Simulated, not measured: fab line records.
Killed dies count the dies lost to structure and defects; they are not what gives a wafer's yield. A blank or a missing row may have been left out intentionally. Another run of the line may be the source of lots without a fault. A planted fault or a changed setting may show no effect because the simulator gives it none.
Matching of chambers || flow n5_finfet || N5_BEOL_M9_CURE_71 on uv_cure-01 has 3 sister chambers
The step cures SiCOH lowk, time 240 s. 3 wafers are shown with their chamber, then 11 later ones without.

## WAFERS WITH THEIR CHAMBER
{"wafer": "L077.6", "chamber": 2, "wafer_temp_C_max": 386.7}
{"wafer": "L092.5", "chamber": 1, "wafer_temp_C_max": 389.2}
{"wafer": "L091.1", "chamber": 0, "wafer_temp_C_max": 387.4}

## WAFERS WITH NO CHAMBER GIVEN
{"wafer": "L091.2", "wafer_temp_C_max": 386.9}
{"wafer": "L091.6", "wafer_temp_C_max": 386.4}
{"wafer": "L091.3", "wafer_temp_C_max": 386.4}
{"wafer": "L091.4", "wafer_temp_C_max": 386.9}
{"wafer": "L091.5", "wafer_temp_C_max": 386.8}
{"wafer": "L093.3", "wafer_temp_C_max": 386.8}
{"wafer": "L093.5", "wafer_temp_C_max": 387.2}
{"wafer": "L093.6", "wafer_temp_C_max": 386.7}
{"wafer": "L096.1", "wafer_temp_C_max": 386.9}
{"wafer": "L096.2", "wafer_temp_C_max": 387.9}
{"wafer": "L096.3", "wafer_temp_C_max": 387.4}

## CHAMBER TAKEN BY EACH
{"wafer": "L091.2", "from the rows above": "can't be placed: 2 or 0", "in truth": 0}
{"wafer": "L091.6", "from the rows above": 2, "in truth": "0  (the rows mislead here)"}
{"wafer": "L091.3", "from the rows above": 2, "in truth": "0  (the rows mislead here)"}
{"wafer": "L091.4", "from the rows above": "can't be placed: 2 or 0", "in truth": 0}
{"wafer": "L091.5", "from the rows above": 2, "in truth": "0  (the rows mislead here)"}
{"wafer": "L093.3", "from the rows above": 2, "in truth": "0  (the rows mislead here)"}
{"wafer": "L093.5", "from the rows above": "can't be placed: 0 or 2", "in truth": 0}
{"wafer": "L093.6", "from the rows above": 2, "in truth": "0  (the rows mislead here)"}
{"wafer": "L096.1", "from the rows above": "can't be placed: 2 or 0", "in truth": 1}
{"wafer": "L096.2", "from the rows above": 0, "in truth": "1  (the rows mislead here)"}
{"wafer": "L096.3", "from the rows above": 0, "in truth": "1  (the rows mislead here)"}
0 of 11 placed correctly. From these rows, 4 cannot be placed; in 3 the true chamber is one of the candidates. Wrongly placed: 7.
How it was worked out, from the rows above alone: a wafer's distance from a chamber is the root of the sum, over the readings, of the square of ((its reading less the chamber's mean) divided by the reading's scatter). The wafer belongs to the nearest chamber; if the next one is less than 2 further off, it can't be placed. The mean given for a chamber averages the wafers shown for that chamber. The scatter: with one shown wafer a chamber, the root of the mean of the squares of how far each hidden wafer lies from its nearest shown one.
